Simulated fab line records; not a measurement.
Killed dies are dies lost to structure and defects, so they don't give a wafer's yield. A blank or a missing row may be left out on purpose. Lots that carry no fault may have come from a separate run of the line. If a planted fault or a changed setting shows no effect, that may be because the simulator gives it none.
One fault through the eyes of 2 desks | flow n5_finfet | numbers are kept per desk, each desk with only its own; the story behind them comes last

== TOOL OWNER'S DESK, litho_track-01 ==
The tool's own readings at N5_BEOL_M0_SAQP_COAT_34 (resist thk 30 nm): means of the sampled wafers that have a number, for each lot that ran on this tool. The brackets show how far a lot's mean lies from the usual mean; more than 4 standard deviations puts the lot out of limits, marked OUT.
Columns: A = dispense_pressure_kPa at N5_BEOL_M0_SAQP_COAT_34, usual 51 kPa; B = spin_speed_rpm at N5_BEOL_M0_SAQP_COAT_34, usual 1500.0 rpm
lot  | first seen here | A  | B
L465 | day 9 18:55     | 54 | 1499.5
L473 | day 11 23:29    | 54 | 1315.3 (-99 or more) OUT
L475 | day 11 23:45    | 54 | 1317.1 (-99 or more) OUT
Finding of this desk: L473, L475 out of limits; the first was L473 at day 11 23:29, on spin_speed_rpm at N5_BEOL_M0_SAQP_COAT_34. L465 stayed within limits.

== METROLOGY DESK ==
Lot by lot, what the gauges showed, no matter which tool ran the lot: averages of those sampled wafers that carry a number. The brackets show how far a lot's mean lies from the usual mean; more than 4 standard deviations puts the lot out of limits, marked OUT. 7 of its 10 readings are shown, namely those furthest out on some lot.
Columns: A = DIBL_N at N5_BEOL_M4_RC_MEAS_101, usual 36.5 mV/V; B = IOFF_N at N5_BEOL_M4_RC_MEAS_101, usual 0.162 nA/um; C = IOFF_P at N5_BEOL_M4_RC_MEAS_101, usual 0.221 nA/um; D = ION_N at N5_BEOL_M4_RC_MEAS_101, usual 678 uA/um; E = ION_P at N5_BEOL_M4_RC_MEAS_101, usual 466 uA/um; F = VT_N at N5_BEOL_M4_RC_MEAS_101, usual 249.2 mV; G = VT_P at N5_BEOL_M4_RC_MEAS_101, usual -249 mV
lot  | first seen here | A    | B     | C     | D   | E   | F     | G
L465 | day 12 01:27    | 36.8 | 0.156 | 0.199 | 676 | 461 | 248.0 | -251
L472 | day 14 08:26    | 34.7 | 0.129 | 0.207 | 674 | 469 | 253.3 | -248
L475 | day 14 12:19    | 37.7 | 0.202 | 0.276 | 692 | 477 | 246.2 | -245
L473 | day 14 13:50    | 35.7 | 0.153 | 0.200 | 681 | 463 | 248.9 | -252
This desk's verdict: no lot among the 4 shows anything out of limits.

== PUT TOGETHER ==
The tool owner's desk had the chance to raise an alarm at day 11 23:29 on L473, L475.
Nothing out of limits was seen by the metrology desk.
The metrology desk holds a record of L473, L475, inside its limits.
N5_BEOL_M0_SAQP_COAT_34 was run on litho_track-01 by each of the lots named.

== WHAT THE SIMULATOR HAD INSERTED ==
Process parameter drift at N5_BEOL_M0_SAQP_COAT_34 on litho_track-01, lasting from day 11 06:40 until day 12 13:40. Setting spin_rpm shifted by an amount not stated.
Struck lots among those shown: L473, L475.
Delay in hours, fault start to first out-of-limits reading, by desk: the tool owner's desk at 17.
